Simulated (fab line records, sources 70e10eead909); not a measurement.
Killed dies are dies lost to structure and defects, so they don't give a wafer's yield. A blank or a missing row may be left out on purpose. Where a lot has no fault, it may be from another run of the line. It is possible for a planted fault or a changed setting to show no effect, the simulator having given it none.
A struck lot beside a sound one + flow nand-harc + 25 steps out of a route of 1302
Sound: these wafers, L407.2, L407.5, L407.6. Wafers L395.3, L395.5, L395.6 were the ones struck. The cause is given at the end.
Per side, at each step with rows, come the tool, then ch with its chambers, and then its first start. Under that, the readings that differ: sound wafers + struck wafers + difference of the means + sigmas: that difference in standard deviations of wafers without a fault.
alike: words and numbers the same on both sides, and readings whose means are apart by under 2 such deviations; not compared: readings that were withheld, readings missing a value for some wafer, numbers with overlapping values and no deviation given by the record, and bounds like >300 which may hide the same value.
The two part at a step that has a row with sigmas, a row that says differs or no value, or rows on one side only. Numbers that have no deviation but don't overlap get no sigmas and don't part them. A reading missing from all wafers of one side parts the sides only when that side holds two or more wafers.

first, 1 step without rows for these wafers: NHARC_A_M0_SRD_25.
NHARC_A_M0_INSPECT_27:
  struck on defect-inspect-02, day 25 15:11; sound on defect-inspect-02, day 30 02:53
  alike: raw-defect-count
NHARC_A_M0_PRE_CLEAN_31: time 12 s.
  sound on pecvd-01 ch 1,2, day 30 02:59; struck on pecvd-04 ch 0,1,2, day 25 15:17
  alike: heater-power-w
NHARC_A_M0_DEP_32: deposits SiCN, target thk 30 nm.
  sound on pecvd-01 ch 1,2, day 30 03:05; struck on pecvd-04 ch 0,1,2, day 25 15:25
  alike: heater-power-w
then, 7 steps without rows for these wafers: NHARC_A_M1_DEP_00 (deposits SiOC, target thk 182.5 nm); NHARC_A_M1_DEHYDRATE_01 (time 120 s); NHARC_A_M1_HMDS_02 (time 30 s); NHARC_A_M1_COAT_34 (time 65 s); NHARC_A_M1_COAT_03 (resist thk 90 nm); NHARC_A_M1_SOFTBAKE_04 (time 55 s); NHARC_A_M1_EBR_05.
NHARC_A_M1_EXPOSE_06: exposes mask A M1, target cd 120 nm.
  sound on arfi-scanner-03 ch 0, day 30 04:08; struck on arfi-scanner-02 ch 0, day 25 16:27
| reading              | sound             | struck            | difference | sigmas |
|----------------------|-------------------|-------------------|------------|--------|
| exposure-dose-mJ-cm2 | 74.79 74.85 74.78 | 77.37 77.46 77.38 | +2.60      | +22    |
  alike: mask
then, 2 steps without rows for these wafers: NHARC_A_M1_PEB_07 (peb time 65 s); NHARC_A_M1_DEVELOP_08 (develop time 35 s).
NHARC_A_M1_CD_MEAS_09 targets a cd of 120 nm.
  sound on cd-sem-02 ch 0, day 30 04:16; struck on cd-sem-01 ch 0, day 25 16:35
| reading    | sound             | struck            | difference | sigmas |
|------------|-------------------|-------------------|------------|--------|
| cd-nm (nm) | 119.6 119.4 119.7 | 122.1 121.6 122.0 | +2.3       | +4     |
NHARC_A_M1_OVL_MEAS_10: pitch 240 nm.
  struck on overlay-01, day 25 16:41; sound on overlay-01, day 30 04:21
  alike: overlay-x-nm, overlay-y-nm
NHARC_A_M1_INSPECT_11:
  struck on defect-inspect-02, day 25 16:43; sound on defect-inspect-02, day 30 04:23
  alike: raw-defect-count
NHARC_A_M1_DESCUM_14: chemistry O2, time 3 s.
  sound on rie-diel-12 ch 0,1,2, day 30 04:28; struck on rie-diel-10 ch 0,1,2, day 25 16:48
| reading                     | sound           | struck            | difference | sigmas |
|-----------------------------|-----------------|-------------------|------------|--------|
| drypump-motor-current-A (A) | 6.2 6.2 6.0     | 5.5 5.3 5.4       | -0.7       | -2     |
| model.A_M1.cd-nm (nm)       | 119.4 119 119.6 | 122.2 121.4 121.7 | +2.4       |        |
  alike: oes-product-au, rf-vpp-V, showerhead-plenum-p-Torr, throttle-valve-pct
  not compared: rf-hours-counter-h
NHARC_A_M1_ETCH_35: etches the open film in N2/H2, target depth 40 nm, overetch 12 nm, time 43.94 s.
  sound on rie-diel-12 ch 1,2, day 30 04:32; struck on rie-diel-10 ch 1,2, day 25 16:52
| reading                     | sound       | struck      | difference | sigmas |
|-----------------------------|-------------|-------------|------------|--------|
| drypump-motor-current-A (A) | 6.1 6.2 6.2 | 5.3 5.5 5.3 | -0.8       | -3     |
  alike: oes-product-au, rf-vpp-V, showerhead-plenum-p-Torr, throttle-valve-pct
  not compared: rf-hours-counter-h
NHARC_A_M1_ETCH_15: etches the open film in C4F8/Ar, target depth 182.5 nm, time 91.2 s.
  sound on rie-diel-12 ch 0,1; struck on rie-diel-10 ch 0,1,2
| reading               | sound             | struck            | difference | sigmas |
|-----------------------|-------------------|-------------------|------------|--------|
| oes-product-au (a.u.) | 0.965 0.967 0.961 | 0.927 0.927 0.915 | -0.041     | -2     |
  alike: rf-vpp-V
  not compared: rf-hours-counter-h
NHARC_A_M1_CD_MEAS_16:
  struck on cd-sem-01, day 25 17:05; sound on cd-sem-03, day 30 04:45
| reading    | sound             | struck            | difference | sigmas |
|------------|-------------------|-------------------|------------|--------|
| cd-nm (nm) | 119.2 119.4 119.3 | 122.3 121.4 121.6 | +2.5       | +4     |
NHARC_A_M1_STRIP_18: strips in N2/H2.
  sound on rie-diel-01 ch 0,1,2, day 30 04:53; struck on rie-diel-12 ch 1,3, day 25 17:14
  alike: drypump-motor-current-A, oes-product-au, rf-vpp-V, showerhead-plenum-p-Torr, throttle-valve-pct
  not compared: rf-hours-counter-h
NHARC_A_M1_ETCH_28: etches the open film in CF4/N2, target depth 30 nm, time 72.99 s.
  sound on rie-diel-01 ch 1,2; struck on rie-diel-12 ch 2,3
| reading               | sound           | struck          | difference | sigmas |
|-----------------------|-----------------|-----------------|------------|--------|
| model.A_M1.cd-nm (nm) | 118.9 119 119.3 | 122.1 121.6 122 | +2.8       |        |
  alike: drypump-motor-current-A, oes-product-au, rf-vpp-V, showerhead-plenum-p-Torr, throttle-valve-pct
  not compared: rf-hours-counter-h
then, 1 step without rows for these wafers: NHARC_A_M1_STRIP_19 (strips in post etch residue remover, time 600 s).
-- the record jumps here: 3 days lie between the struck wafers' starts before and after (it left off in module A_M1 and takes up again in module END, whose first step shown is number 1302 of the route) --
NHARC_END_SORT_01:
  sound on prober-02 ch 0, day 31 14:03; struck on prober-01 ch 0, day 28 18:57
  alike: defect-limited-yield, killed-at-array, killed-at-other, killed-at-periphery, killed-dies, killed-open, killed-short

WHERE THEY PART
Earliest at NHARC_A_M1_EXPOSE_06; latest, in this record, at NHARC_A_M1_CD_MEAS_16. Later steps at which nothing parts them and some readings are alike: NHARC_A_M1_STRIP_18, NHARC_A_M1_ETCH_28, NHARC_END_SORT_01.

WHY: what the simulator had put in
Process parameter drift: arfi-scanner-02, from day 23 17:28 on, at NHARC_A_M1_EXPOSE_06. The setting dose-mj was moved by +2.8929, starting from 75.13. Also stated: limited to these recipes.
